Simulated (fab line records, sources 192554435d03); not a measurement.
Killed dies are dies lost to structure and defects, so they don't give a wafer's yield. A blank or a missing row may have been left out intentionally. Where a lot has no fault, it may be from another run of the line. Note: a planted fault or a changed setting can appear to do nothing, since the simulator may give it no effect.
Chamber matching    flow n5-finfet    rie-diel-03 running N5_FIN_SAQP_HM_OPEN_33: 4 sister chambers
The step chemistry CH3F/O2, target SiNx, target depth 49.4 nm, time 70.6 s. 4 wafers are shown with their chamber, then 12 later ones without.

== WAFERS, EACH WITH ITS CHAMBER ==
wafer   chamber  drypump-motor-current-A (A)
L090.4  1        6.3
L090.5  2        5.4
L091.2  3        5.4
L091.6  0        5.8

== WAFERS WHOSE CHAMBER IS MISSING ==
wafer   drypump-motor-current-A (A)
L094.2  5.5
L094.3  6.3
L094.5  5.8
L095.4  5.4
L095.5  6.3
L095.6  5.4
L096.4  5.3
L096.5  5.8
L096.6  6.3
L097.1  6.3
L097.4  5.5
L097.5  5.8

== CHAMBER TAKEN BY EACH ==
wafer   from the rows above      in truth
L094.2  can't be placed: 2 or 3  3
L094.3  1                        1
L094.5  0                        0
L095.4  can't be placed: 2 or 3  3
L095.5  1                        1
L095.6  can't be placed: 2 or 3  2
L096.4  can't be placed: 2 or 3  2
L096.5  0                        0
L096.6  1                        1
L097.1  1                        1
L097.4  can't be placed: 2 or 3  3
L097.5  0                        0
Correct placement for 7 of the 12. Unplaceable from these rows: 5, with the true chamber sitting among the candidates in 5. 0 placed wrongly.
How it was worked out, from the rows above alone: a wafer's distance from a chamber is the root of the sum, over the readings, of the square of ((its reading less the chamber's mean) divided by the reading's scatter). If the next closest chamber is less than 2 further off than the closest, the wafer can't be placed; otherwise it belongs to the closest. A chamber's mean is the mean of its shown wafers. The scatter: root of mean squared gap, hidden wafer to nearest shown wafer, with one shown wafer a chamber.
